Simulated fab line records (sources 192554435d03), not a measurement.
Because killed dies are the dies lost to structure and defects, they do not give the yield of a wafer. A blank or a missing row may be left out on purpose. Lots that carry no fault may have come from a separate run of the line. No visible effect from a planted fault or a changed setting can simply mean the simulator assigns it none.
Chamber matching ; flow n5-finfet ; N5_MOL_CONTACT_COAG_ALD_27 on ald-sin-02: 4 sister chambers
The step deposits SiOC, target thk 17 nm, pulse time 1.5 s, time 2720 s. 14 wafers are shown with their chamber, then 7 later ones without.

WAFERS, EACH WITH ITS CHAMBER
wafer;chamber;heater-power-w (W);precursor-pulse-height-rel
L074.1;2;1063;1.001
L074.3;1;855;0.982
L074.5;0;841;0.994
L082.2;2;1081;1.031
L082.3;0;852;0.997
L082.5;0;833;1.012
L083.3;0;829;0.994
L083.4;1;842;1.002
L083.5;2;1074;0.977
L085.2;2;1069;1.029
L085.3;3;838;0.987
L085.4;2;1071;1.029
L086.2;1;860;1.003
L086.3;2;1105;0.998

SIGNATURES (means of the wafers above)
reading;chamber 0;chamber 1;chamber 2;chamber 3;scatter within a chamber
heater-power-w;838.75;852.33;1077.17;838.00;12.6
precursor-pulse-height-rel;0.99925;0.99567;1.01083;0.98700;0.0173
Rule: for a wafer and a chamber, the distance is found by dividing, reading by reading, the gap between the wafer's reading and the chamber's mean by the reading's scatter, squaring, summing and taking the root. If the next closest chamber is less than 2 further off than the closest, the wafer can't be placed; otherwise it belongs to the closest. The scatter: the root of (the sum of the squares of (reading less its chamber's mean) over the shown wafers, divided by (wafers less chambers)).

WAFERS MISSING THEIR CHAMBER
wafer;heater-power-w (W);precursor-pulse-height-rel
L086.4;870;1.039
L088.1;850;0.979
L088.2;840;1.013
L088.4;861;0.989
L097.1;847;1.006
L097.2;1086;1.012
L097.5;868;0.997

CHAMBER TAKEN BY EACH
wafer;from the rows above;in truth
L086.4;can't be placed: 1 or 0 or 3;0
L088.1;can't be placed: 1 or 3 or 0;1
L088.2;can't be placed: 0 or 1 or 3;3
L088.4;can't be placed: 1 or 3 or 0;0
L097.1;can't be placed: 1 or 0 or 3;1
L097.2;2;2
L097.5;can't be placed: 1 or 0 or 3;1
1 of 7 placed correctly. Not placeable from these rows: 6 (in 6, the candidates include the true chamber). Placed wrongly: 0.
